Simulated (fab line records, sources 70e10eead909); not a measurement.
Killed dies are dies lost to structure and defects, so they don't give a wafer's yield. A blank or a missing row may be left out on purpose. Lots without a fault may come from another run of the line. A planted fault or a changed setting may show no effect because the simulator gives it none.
Chamber matching | flow nand_harc | NHARC_A_CHANNEL_HOLE_D1_ETCH_44 on rie_diel-10: 4 sister chambers
The step etches the open film in CF4/O2, target depth 140 nm, overetch 14 nm, time 77 s. 39 wafers are shown with their chamber, then 12 later ones without.

WAFERS WITH THEIR CHAMBER
wafer  | chamber | showerhead_plenum_p_Torr (Torr) | drypump_motor_current_A (A) | rf_vpp_V (V)
L074.3 | 2       | 1.32                            | 5.6                         | 195.5
L074.4 | 3       | 1.30                            | 5.7                         | 197.8
L074.5 | 0       | 1.37                            | 5.3                         | 200.5
L075.1 | 1       | 1.28                            | 5.1                         | 196.2
L075.2 | 3       | 1.30                            | 5.8                         | 196.4
L075.5 | 1       | 1.28                            | 5.1                         | 198.2
L079.4 | 2       | 1.32                            | 5.6                         | 197.6
L079.5 | 2       | 1.32                            | 5.6                         | 196.4
L079.6 | 3       | 1.30                            | 5.7                         | 197.1
L080.3 | 1       | 1.28                            | 5.1                         | 196.7
L080.4 | 2       | 1.32                            | 5.6                         | 195.9
L080.6 | 3       | 1.30                            | 5.7                         | 198.6
L081.1 | 1       | 1.28                            | 5.1                         | 197.2
L081.4 | 0       | 1.37                            | 5.3                         | 197.6
L081.5 | 3       | 1.30                            | 5.7                         | 197.4
L082.1 | 0       | 1.37                            | 5.3                         | 198.2
L082.2 | 2       | 1.31                            | 5.6                         | 197.8
L082.3 | 3       | 1.30                            | 5.8                         | 197.3
L083.1 | 0       | 1.37                            | 5.3                         | 199.0
L083.3 | 1       | 1.28                            | 5.1                         | 198.2
L083.6 | 0       | 1.37                            | 5.3                         | 197.5
L085.2 | 0       | 1.37                            | 5.3                         | 198.0
L085.3 | 3       | 1.30                            | 5.7                         | 197.1
L085.6 | 0       | 1.37                            | 5.3                         | 197.8
L087.3 | 1       | 1.28                            | 5.1                         | 197.6
L087.4 | 1       | 1.28                            | 5.1                         | 196.4
L087.6 | 0       | 1.37                            | 5.3                         | 198.0
L088.4 | 3       | 1.30                            | 5.7                         | 198.3
L088.5 | 0       | 1.37                            | 5.3                         | 198.3
L088.6 | 3       | 1.30                            | 5.7                         | 197.8
L089.1 | 0       | 1.37                            | 5.3                         | 198.8
L089.2 | 2       | 1.31                            | 5.5                         | 197.7
L089.4 | 1       | 1.28                            | 5.1                         | 196.9
L090.3 | 0       | 1.37                            | 5.3                         | 198.3
L090.4 | 2       | 1.31                            | 5.6                         | 196.2
L090.5 | 1       | 1.28                            | 5.1                         | 196.0
L092.1 | 3       | 1.30                            | 5.7                         | 197.5
L092.2 | 2       | 1.31                            | 5.6                         | 197.2
L092.3 | 0       | 1.37                            | 5.3                         | 199.0

SIGNATURES (means of the wafers above)
reading                  | chamber 0 | chamber 1 | chamber 2 | chamber 3 | scatter within a chamber
showerhead_plenum_p_Torr | 1.3700    | 1.2800    | 1.3150    | 1.3000    | 0.00239
drypump_motor_current_A  | 5.300     | 5.100     | 5.587     | 5.720     | 0.0266
rf_vpp_V                 | 198.417   | 197.044   | 196.787   | 197.530   | 0.794
Rule: a wafer's distance from a chamber is the root of the sum, over the readings, of the square of ((its reading less the chamber's mean) divided by the reading's scatter). The wafer belongs to the nearest chamber; if the next one is less than 2 further off, it can't be placed. The scatter: the root of (the sum of the squares of (reading less its chamber's mean) over the shown wafers, divided by (wafers less chambers)).

WAFERS WITHOUT THEIR CHAMBER
wafer  | showerhead_plenum_p_Torr (Torr) | drypump_motor_current_A (A) | rf_vpp_V (V)
L094.3 | 1.30                            | 5.8                         | 197.9
L094.5 | 1.28                            | 5.1                         | 195.9
L094.6 | 1.37                            | 5.3                         | 197.4
L093.1 | 1.28                            | 5.1                         | 197.0
L093.4 | 1.31                            | 5.6                         | 197.9
L093.5 | 1.29                            | 5.8                         | 197.2
L095.2 | 1.30                            | 5.7                         | 196.4
L095.4 | 1.28                            | 5.1                         | 196.8
L095.6 | 1.28                            | 5.1                         | 195.2
L096.1 | 1.28                            | 5.1                         | 196.0
L096.2 | 1.37                            | 5.3                         | 198.5
L096.5 | 1.29                            | 5.8                         | 196.2

WHICH CHAMBER EACH WENT THROUGH
wafer  | from the rows above | in truth
L094.3 | 3                   | 3
L094.5 | 1                   | 1
L094.6 | 0                   | 0
L093.1 | 1                   | 1
L093.4 | 2                   | 2
L093.5 | 3                   | 3
L095.2 | 3                   | 3
L095.4 | 1                   | 1
L095.6 | 1                   | 1
L096.1 | 1                   | 1
L096.2 | 0                   | 0
L096.5 | 3                   | 3
Placed correctly: 12 of 12. Can't be placed from these rows: 0. Placed wrongly: 0.
